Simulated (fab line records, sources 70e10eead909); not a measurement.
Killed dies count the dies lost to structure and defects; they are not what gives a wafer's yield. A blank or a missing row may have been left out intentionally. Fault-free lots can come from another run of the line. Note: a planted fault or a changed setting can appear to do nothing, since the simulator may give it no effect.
Chamber matching / flow nand_harc / 4 sister chambers for NHARC_A_CONTACT_ETCH_90 on rie_diel-08
The step etches the open film in CH3F/O2, target depth 40 nm, time 85.7 s. 18 wafers are shown with their chamber, then 9 later ones without.

## WAFERS WITH THEIR CHAMBER
wafer=L078.2; chamber=3; showerhead_plenum_p_Torr (Torr)=2.30; drypump_motor_current_A (A)=6.1; rf_vpp_V (V)=242.3
wafer=L078.3; chamber=0; showerhead_plenum_p_Torr (Torr)=2.44; drypump_motor_current_A (A)=5.3; rf_vpp_V (V)=245.1
wafer=L078.5; chamber=2; showerhead_plenum_p_Torr (Torr)=2.41; drypump_motor_current_A (A)=5.9; rf_vpp_V (V)=243.7
wafer=L081.1; chamber=0; showerhead_plenum_p_Torr (Torr)=2.43; drypump_motor_current_A (A)=5.3; rf_vpp_V (V)=245.2
wafer=L081.2; chamber=3; showerhead_plenum_p_Torr (Torr)=2.30; drypump_motor_current_A (A)=6.2; rf_vpp_V (V)=243.2
wafer=L081.3; chamber=2; showerhead_plenum_p_Torr (Torr)=2.41; drypump_motor_current_A (A)=5.9; rf_vpp_V (V)=244.1
wafer=L082.1; chamber=0; showerhead_plenum_p_Torr (Torr)=2.43; drypump_motor_current_A (A)=5.3; rf_vpp_V (V)=242.8
wafer=L082.3; chamber=3; showerhead_plenum_p_Torr (Torr)=2.30; drypump_motor_current_A (A)=6.1; rf_vpp_V (V)=242.4
wafer=L082.6; chamber=2; showerhead_plenum_p_Torr (Torr)=2.41; drypump_motor_current_A (A)=5.9; rf_vpp_V (V)=242.6
wafer=L084.2; chamber=0; showerhead_plenum_p_Torr (Torr)=2.43; drypump_motor_current_A (A)=5.3; rf_vpp_V (V)=244.1
wafer=L084.5; chamber=2; showerhead_plenum_p_Torr (Torr)=2.41; drypump_motor_current_A (A)=5.9; rf_vpp_V (V)=243.7
wafer=L084.6; chamber=3; showerhead_plenum_p_Torr (Torr)=2.30; drypump_motor_current_A (A)=6.1; rf_vpp_V (V)=241.9
wafer=L085.1; chamber=0; showerhead_plenum_p_Torr (Torr)=2.43; drypump_motor_current_A (A)=5.3; rf_vpp_V (V)=243.5
wafer=L085.3; chamber=2; showerhead_plenum_p_Torr (Torr)=2.41; drypump_motor_current_A (A)=5.9; rf_vpp_V (V)=243.2
wafer=L085.6; chamber=0; showerhead_plenum_p_Torr (Torr)=2.43; drypump_motor_current_A (A)=5.3; rf_vpp_V (V)=243.9
wafer=L087.4; chamber=3; showerhead_plenum_p_Torr (Torr)=2.30; drypump_motor_current_A (A)=6.2; rf_vpp_V (V)=242.7
wafer=L087.5; chamber=1; showerhead_plenum_p_Torr (Torr)=2.39; drypump_motor_current_A (A)=4.8; rf_vpp_V (V)=243.8
wafer=L087.6; chamber=2; showerhead_plenum_p_Torr (Torr)=2.40; drypump_motor_current_A (A)=6.0; rf_vpp_V (V)=243.1

SIGNATURES, as means of the wafers listed above
reading=showerhead_plenum_p_Torr; chamber 0=2.4317; chamber 1=2.3900; chamber 2=2.4083; chamber 3=2.3000; scatter within a chamber=0.00345
reading=drypump_motor_current_A; chamber 0=5.300; chamber 1=4.800; chamber 2=5.917; chamber 3=6.140; scatter within a chamber=0.0381
reading=rf_vpp_V; chamber 0=244.100; chamber 1=243.800; chamber 2=243.400; chamber 3=242.500; scatter within a chamber=0.691
Rule: for each reading, subtract the chamber's mean from the wafer's reading, divide by that reading's scatter and square the result; add these up over the readings and take the root, which gives the wafer's distance from the chamber. The wafer belongs to the nearest chamber; if the next one is less than 2 further off, it can't be placed. The scatter: take each reading less its chamber's mean, square it, sum over the shown wafers, divide by the number of wafers less the number of chambers, and take the root.

## WAFERS WITHOUT THEIR CHAMBER
wafer=L088.2; showerhead_plenum_p_Torr (Torr)=2.43; drypump_motor_current_A (A)=5.3; rf_vpp_V (V)=243.3
wafer=L088.5; showerhead_plenum_p_Torr (Torr)=2.39; drypump_motor_current_A (A)=4.8; rf_vpp_V (V)=242.9
wafer=L088.6; showerhead_plenum_p_Torr (Torr)=2.29; drypump_motor_current_A (A)=6.2; rf_vpp_V (V)=240.8
wafer=L092.1; showerhead_plenum_p_Torr (Torr)=2.38; drypump_motor_current_A (A)=4.8; rf_vpp_V (V)=244.1
wafer=L092.5; showerhead_plenum_p_Torr (Torr)=2.38; drypump_motor_current_A (A)=4.8; rf_vpp_V (V)=243.1
wafer=L092.6; showerhead_plenum_p_Torr (Torr)=2.42; drypump_motor_current_A (A)=5.3; rf_vpp_V (V)=244.3
wafer=L097.1; showerhead_plenum_p_Torr (Torr)=2.28; drypump_motor_current_A (A)=6.1; rf_vpp_V (V)=241.3
wafer=L097.3; showerhead_plenum_p_Torr (Torr)=2.38; drypump_motor_current_A (A)=4.8; rf_vpp_V (V)=241.8
wafer=L097.6; showerhead_plenum_p_Torr (Torr)=2.41; drypump_motor_current_A (A)=5.3; rf_vpp_V (V)=245.1

## CHAMBER TAKEN BY EACH
wafer=L088.2; from the rows above=0; in truth=0
wafer=L088.5; from the rows above=1; in truth=1
wafer=L088.6; from the rows above=3; in truth=3
wafer=L092.1; from the rows above=1; in truth=1
wafer=L092.5; from the rows above=1; in truth=1
wafer=L092.6; from the rows above=0; in truth=0
wafer=L097.1; from the rows above=3; in truth=3
wafer=L097.3; from the rows above=1; in truth=1
wafer=L097.6; from the rows above=0; in truth=0
Placed correctly: 9 of 9. Not placeable from these rows: 0. Wrongly placed: 0.
